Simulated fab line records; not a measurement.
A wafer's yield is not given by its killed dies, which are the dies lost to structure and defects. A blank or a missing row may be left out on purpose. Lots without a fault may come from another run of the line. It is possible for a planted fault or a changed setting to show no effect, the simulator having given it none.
Chamber matching | flow nand-harc | NHARC_A_STAIRCASE_DEP_156 on pecvd-02 has 3 sister chambers
The step deposits SiNx, target thk 50 nm. 20 wafers are shown with their chamber, then 10 later ones without.

== EACH WAFER AND ITS CHAMBER ==
wafer  | chamber | heater-power-w (W)
L078.1 | 0       | 784
L078.2 | 2       | 628
L078.6 | 2       | 637
L079.2 | 2       | 693
L079.3 | 0       | 871
L079.6 | 1       | 777
L080.1 | 0       | 829
L080.2 | 2       | 745
L080.4 | 0       | 820
L083.2 | 1       | 735
L083.3 | 0       | 825
L083.4 | 2       | 594
L084.3 | 2       | 650
L084.5 | 1       | 715
L084.6 | 2       | 666
L085.1 | 1       | 728
L085.2 | 0       | 751
L085.6 | 2       | 650
L088.1 | 1       | 744
L088.2 | 0       | 810

SIGNATURES, as means of the wafers listed above
reading        | chamber 0 | chamber 1 | chamber 2 | scatter within a chamber
heater-power-w | 812.86    | 739.80    | 657.88    | 38.4
Rule: distance of a wafer from a chamber = root of the sum over the readings of ((wafer's reading minus chamber's mean) / reading's scatter) squared. The wafer belongs to the nearest chamber; if the next one is less than 2 further off, it can't be placed. The scatter: take each reading less its chamber's mean, square it, sum over the shown wafers, divide by the number of wafers less the number of chambers, and take the root.

== WAFERS WITHOUT THEIR CHAMBER ==
wafer  | heater-power-w (W)
L088.3 | 684
L090.3 | 632
L090.4 | 808
L090.6 | 609
L093.3 | 727
L093.4 | 731
L093.5 | 802
L096.2 | 638
L096.3 | 750
L096.5 | 713

== WHICH CHAMBER EACH WENT THROUGH ==
wafer  | from the rows above          | in truth
L088.3 | can't be placed: 2 or 1      | 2
L090.3 | 2                            | 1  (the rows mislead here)
L090.4 | can't be placed: 0 or 1      | 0
L090.6 | 2                            | 2
L093.3 | can't be placed: 1 or 2 or 0 | 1
L093.4 | can't be placed: 1 or 2 or 0 | 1
L093.5 | can't be placed: 0 or 1      | 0
L096.2 | 2                            | 2
L096.3 | can't be placed: 1 or 0      | 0
L096.5 | can't be placed: 1 or 2 or 0 | 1
Correct placement for 2 of the 10. From these rows, 7 cannot be placed; in 7 the true chamber is one of the candidates. Number placed wrongly: 1.
